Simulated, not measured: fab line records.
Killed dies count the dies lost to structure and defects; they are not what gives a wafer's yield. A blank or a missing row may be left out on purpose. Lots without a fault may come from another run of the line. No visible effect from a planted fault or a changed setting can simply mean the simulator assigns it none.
Which tool is to blame? || flow n5_finfet || route of 1938 steps, sampled at 1 step: 12 lots, 36 wafers

WHAT EACH GAUGE READ, for each wafer
N5_BEOL_M5_INSPECT_30: inspects for defects (brightfield).
{"lot": "L075", "measured": "day 8 13:13", "on": "defect_inspect-01", "raw_defect_count": "364 408 390"}
{"lot": "L077", "measured": "day 9 03:40", "on": "defect_inspect-01", "raw_defect_count": "351 389 364"}
{"lot": "L079", "measured": "day 9 13:37", "on": "defect_inspect-02", "raw_defect_count": "639 597 537"}
{"lot": "L080", "measured": "day 9 21:38", "on": "defect_inspect-01", "raw_defect_count": "320 270 299"}
{"lot": "L083", "measured": "day 10 12:29", "on": "defect_inspect-02", "raw_defect_count": "434 464 461"}
{"lot": "L084", "measured": "day 11 06:40", "on": "defect_inspect-01", "raw_defect_count": "263 276 258"}
{"lot": "L088", "measured": "day 11 15:54", "on": "defect_inspect-02", "raw_defect_count": "379 460 490"}
{"lot": "L089", "measured": "day 12 09:01", "on": "defect_inspect-02", "raw_defect_count": "360 276 290"}
{"lot": "L092", "measured": "day 12 17:18", "on": "defect_inspect-02", "raw_defect_count": "432 563 450"}
{"lot": "L094", "measured": "day 13 03:47", "on": "defect_inspect-02", "raw_defect_count": "420 325 311"}
{"lot": "L096", "measured": "day 13 19:55", "on": "defect_inspect-02", "raw_defect_count": "382 608 516"}
{"lot": "L097", "measured": "day 14 00:27", "on": "defect_inspect-02", "raw_defect_count": "355 554 500"}

TOOL THAT RAN EACH LOT (tool first, then ch and the chambers of the sampled wafers, then the start)
The record holds no process step before these readings.

THE ANSWER, worked out from the rows above alone
Rule: the usual values come from the lots themselves. The widest of any qualifying gaps counts: lots, ordered by their means at a reading, are off when they make up no more than a third of the lots, leave a main group of 4 or more, and stand apart from it by 3 or more times the standard deviation of that group's means. A main group whose means are all the same, to the digits that the tables above print for the reading, isn't used. A lot without any number at a reading at which 4 lots or more have one is off too. Any other lot the step has rows for is counted as sound.
Nothing can be told from this: no lot is off at any reading shown.

WHAT THE SIMULATOR HAD INSERTED
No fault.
